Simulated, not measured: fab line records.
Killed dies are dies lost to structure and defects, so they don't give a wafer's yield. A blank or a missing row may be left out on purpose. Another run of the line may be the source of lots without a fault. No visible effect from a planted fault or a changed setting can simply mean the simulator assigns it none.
Chamber matching / flow n5-finfet / N5_BEOL_M3_STRIP_19 on rie-diel-04: 4 sister chambers
The step strips in O2. 18 wafers are shown with their chamber, then 9 later ones without.

## WAFERS PAIRED WITH THEIR CHAMBERS
wafer=L076.3; chamber=3; throttle-valve-pct (%)=17.10; showerhead-plenum-p-Torr (Torr)=2.09; oes-product-au (a.u.)=0.70
wafer=L076.4; chamber=1; throttle-valve-pct (%)=16.70; showerhead-plenum-p-Torr (Torr)=2.05; oes-product-au (a.u.)=0.85
wafer=L076.5; chamber=3; throttle-valve-pct (%)=17.12; showerhead-plenum-p-Torr (Torr)=2.09; oes-product-au (a.u.)=0.70
wafer=L078.1; chamber=1; throttle-valve-pct (%)=16.71; showerhead-plenum-p-Torr (Torr)=2.05; oes-product-au (a.u.)=0.86
wafer=L078.3; chamber=3; throttle-valve-pct (%)=17.11; showerhead-plenum-p-Torr (Torr)=2.09; oes-product-au (a.u.)=0.71
wafer=L078.5; chamber=3; throttle-valve-pct (%)=17.10; showerhead-plenum-p-Torr (Torr)=2.09; oes-product-au (a.u.)=0.70
wafer=L080.2; chamber=1; throttle-valve-pct (%)=16.72; showerhead-plenum-p-Torr (Torr)=2.05; oes-product-au (a.u.)=0.87
wafer=L080.4; chamber=2; throttle-valve-pct (%)=16.45; showerhead-plenum-p-Torr (Torr)=2.00; oes-product-au (a.u.)=0.78
wafer=L080.6; chamber=2; throttle-valve-pct (%)=16.46; showerhead-plenum-p-Torr (Torr)=2.00; oes-product-au (a.u.)=0.77
wafer=L087.3; chamber=1; throttle-valve-pct (%)=16.75; showerhead-plenum-p-Torr (Torr)=2.04; oes-product-au (a.u.)=0.84
wafer=L087.4; chamber=1; throttle-valve-pct (%)=16.77; showerhead-plenum-p-Torr (Torr)=2.04; oes-product-au (a.u.)=0.84
wafer=L087.5; chamber=0; throttle-valve-pct (%)=16.94; showerhead-plenum-p-Torr (Torr)=2.05; oes-product-au (a.u.)=0.69
wafer=L088.3; chamber=0; throttle-valve-pct (%)=16.92; showerhead-plenum-p-Torr (Torr)=2.05; oes-product-au (a.u.)=0.69
wafer=L088.5; chamber=2; throttle-valve-pct (%)=16.49; showerhead-plenum-p-Torr (Torr)=1.99; oes-product-au (a.u.)=0.75
wafer=L088.6; chamber=0; throttle-valve-pct (%)=16.92; showerhead-plenum-p-Torr (Torr)=2.05; oes-product-au (a.u.)=0.68
wafer=L089.1; chamber=0; throttle-valve-pct (%)=16.92; showerhead-plenum-p-Torr (Torr)=2.05; oes-product-au (a.u.)=0.68
wafer=L089.3; chamber=2; throttle-valve-pct (%)=16.50; showerhead-plenum-p-Torr (Torr)=1.99; oes-product-au (a.u.)=0.75
wafer=L089.4; chamber=1; throttle-valve-pct (%)=16.76; showerhead-plenum-p-Torr (Torr)=2.04; oes-product-au (a.u.)=0.84

SIGNATURES (averages over the wafers above)
reading=throttle-valve-pct; chamber 0=16.9250; chamber 1=16.7350; chamber 2=16.4750; chamber 3=17.1075; scatter within a chamber=0.0214
reading=showerhead-plenum-p-Torr; chamber 0=2.0500; chamber 1=2.0450; chamber 2=1.9950; chamber 3=2.0900; scatter within a chamber=0.00423
reading=oes-product-au; chamber 0=0.6850; chamber 1=0.8500; chamber 2=0.7625; chamber 3=0.7025; scatter within a chamber=0.0109
Rule: a wafer's distance from a chamber is the root of the sum, over the readings, of the square of ((its reading less the chamber's mean) divided by the reading's scatter). If the next closest chamber is less than 2 further off than the closest, the wafer can't be placed; otherwise it belongs to the closest. The scatter: the root of (the sum of the squares of (reading less its chamber's mean) over the shown wafers, divided by (wafers less chambers)).

## WAFERS WITHOUT THEIR CHAMBER
wafer=L090.1; throttle-valve-pct (%)=16.50; showerhead-plenum-p-Torr (Torr)=1.99; oes-product-au (a.u.)=0.74
wafer=L090.2; throttle-valve-pct (%)=16.92; showerhead-plenum-p-Torr (Torr)=2.05; oes-product-au (a.u.)=0.69
wafer=L090.6; throttle-valve-pct (%)=16.77; showerhead-plenum-p-Torr (Torr)=2.04; oes-product-au (a.u.)=0.83
wafer=L091.3; throttle-valve-pct (%)=16.51; showerhead-plenum-p-Torr (Torr)=1.99; oes-product-au (a.u.)=0.75
wafer=L091.4; throttle-valve-pct (%)=16.92; showerhead-plenum-p-Torr (Torr)=2.05; oes-product-au (a.u.)=0.68
wafer=L091.5; throttle-valve-pct (%)=16.93; showerhead-plenum-p-Torr (Torr)=2.05; oes-product-au (a.u.)=0.68
wafer=L093.3; throttle-valve-pct (%)=16.77; showerhead-plenum-p-Torr (Torr)=2.04; oes-product-au (a.u.)=0.82
wafer=L093.5; throttle-valve-pct (%)=16.50; showerhead-plenum-p-Torr (Torr)=1.99; oes-product-au (a.u.)=0.75
wafer=L093.6; throttle-valve-pct (%)=16.75; showerhead-plenum-p-Torr (Torr)=2.04; oes-product-au (a.u.)=0.83

## WHICH CHAMBER EACH WENT THROUGH
wafer=L090.1; from the rows above=2; in truth=2
wafer=L090.2; from the rows above=0; in truth=0
wafer=L090.6; from the rows above=1; in truth=1
wafer=L091.3; from the rows above=2; in truth=2
wafer=L091.4; from the rows above=0; in truth=0
wafer=L091.5; from the rows above=0; in truth=0
wafer=L093.3; from the rows above=1; in truth=1
wafer=L093.5; from the rows above=2; in truth=2
wafer=L093.6; from the rows above=1; in truth=1
Correctly placed: 9 of 9. From these rows, 0 cannot be placed. Wrongly placed: 0.
